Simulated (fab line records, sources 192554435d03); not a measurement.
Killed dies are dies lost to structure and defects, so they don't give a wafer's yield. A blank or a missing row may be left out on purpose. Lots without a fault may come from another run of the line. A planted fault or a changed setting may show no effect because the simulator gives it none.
A struck lot beside a sound one | flow n5_finfet | 35 steps out of a route of 1938
Sound: wafers L369.2, L369.4, L369.5. Struck: wafers L371.1, L371.3, L371.4. The cause comes at the end.
At each step with rows: each side's tool, then ch and its chambers, then its first start. Under that, the readings that differ: sound wafers | struck wafers | difference of the means | sigmas: that difference in standard deviations of wafers without a fault.
alike: readings whose means differ by less than 2 such deviations, and words and numbers that are the same on both sides. not compared: withheld readings, readings that some wafer has no value for, bounds like >300 that may hide the same value, and numbers for which the record gives no deviation and whose values overlap.
The two part at a step that has a row with sigmas, a row that says differs or no value, or rows on one side only. Numbers that don't overlap but have no deviation are shown without sigmas and don't part them. A reading that every wafer of one side lacks parts them only if that side has two wafers or more.

first, 11 steps without rows for these wafers: N5_MOL_CONTACT_COAG_STRIP_68 (strips in N2/H2); N5_MOL_CONTACT_COAG_STRIP_69 (strips in N2/H2); N5_MOL_CONTACT_COAG_ETCHBACK_136 (etches SiO2 in CHF3, target depth 25 nm, time 16.7 s); N5_MOL_CONTACT_COAG_STRIP_120 (strips in CHF3); N5_MOL_CONTACT_COAG_VIA_ETCH_117 (etches SiO2 in C4F6/O2, target depth 40 nm, overetch 8 nm, time 26 s); N5_MOL_CONTACT_COAG_ETCH_124 (etches SiNx in CH3F/O2, stops on SiOC, target depth 6.5 nm); N5_MOL_CONTACT_COAG_ETCH_48 (etches SiOC in C4F6/O2, target depth 15 nm, overetch 4.5 nm, time 17 s); N5_MOL_CONTACT_COAG_STRIP_72 (strips in N2/H2); N5_MOL_CONTACT_COAG_STRIP_49 (strips in N2/H2, time 30 s); N5_MOL_CONTACT_COAG_PRECLEAN_138 (cleans in alkaline clean, time 60 s); N5_MOL_CONTACT_COAG_SRD_139 (time 30 s).
N5_MOL_CONTACT_COAG_PRE_CLEAN_121:
  sound on cvd_w-02 ch 1, day 7 04:41; struck on cvd_w-02 ch 0,1, day 7 18:38
then, 22 steps without rows for these wafers: N5_MOL_CONTACT_COAG_CVD_140 (deposits W, target thk 66.5 nm, time 215 s); N5_MOL_CONTACT_COAG_PRECLEAN_127 (cleans in DIW, time 57.5 s); N5_MOL_CONTACT_COAG_SRD_128 (dry time 32 s); N5_MOL_CONTACT_COAG_CMP_52 (polishes, stops on SiO2, t overpolish 1.5 s, target thk 66.5 nm); N5_MOL_CONTACT_COAG_ANNEAL_112 (time 1800 s); N5_BEOL_M0_SAQP_PECVD_00 (deposits SiCN from 3MS/NH3, target thk 8 nm, time 14 s); N5_BEOL_M0_SAQP_ILD_DEP_01 (deposits SiOC from DEMS/O2, target thk 45.419 nm, time 8.7 s); N5_BEOL_M0_SAQP_HM_DEP_02 (deposits TiN, target thk 12 nm); N5_BEOL_M0_SAQP_PECVD_03 (deposits SiCN from 3MS/NH3, target thk 12 nm, time 21.1 s); N5_BEOL_M0_SAQP_PECVD_96 (deposits a-Si from SiH4/He, target thk 45 nm, time 45.2 s); N5_BEOL_M0_SAQP_PECVD_97 (deposits SiNx from SiH4/NH3/N2, target thk 23 nm, time 19.9 s); N5_BEOL_M0_SAQP_PECVD_04 (deposits a-Si from SiH4/He, target thk 60 nm, time 60.2 s); N5_BEOL_M0_SAQP_HM_DEP_111 (deposits SiO2 from SiH4/N2O, target thk 12 nm, time 7.2 s); N5_BEOL_M0_SAQP_COAT_81 (time 60 s, resist thk 100 nm); N5_BEOL_M0_SAQP_COAT_82 (time 60 s, resist thk 30 nm); N5_BEOL_M0_SAQP_COAT_08 (resist thk 90 nm); N5_BEOL_M0_SAQP_EBR_10; N5_BEOL_M0_SAQP_SOFTBAKE_09 (time 60 s); N5_BEOL_M0_SAQP_EXPOSE_11 (exposes mask M0 CORE, target cd 42 nm); N5_BEOL_M0_SAQP_PEB_12 (peb time 60 s); N5_BEOL_M0_SAQP_DEVELOP_13 (develop time 30 s); N5_BEOL_M0_SAQP_DESCUM_19 (chemistry O2, time 7.9 s).
-- the record jumps here: 7 days lie between the struck wafers' starts before and after (it left off in module BEOL_M0_SAQP and takes up again in module PASSIVATION, whose first step shown is number 1936 of the route) --
N5_PASSIVATION_PROBE_49:
  the record has rows for the struck wafers here (prober-02, day 14 14:40) and none for the sound ones

WHERE THEY PART
Only at N5_PASSIVATION_PROBE_49, within this record.

WHY: what the simulator had put in
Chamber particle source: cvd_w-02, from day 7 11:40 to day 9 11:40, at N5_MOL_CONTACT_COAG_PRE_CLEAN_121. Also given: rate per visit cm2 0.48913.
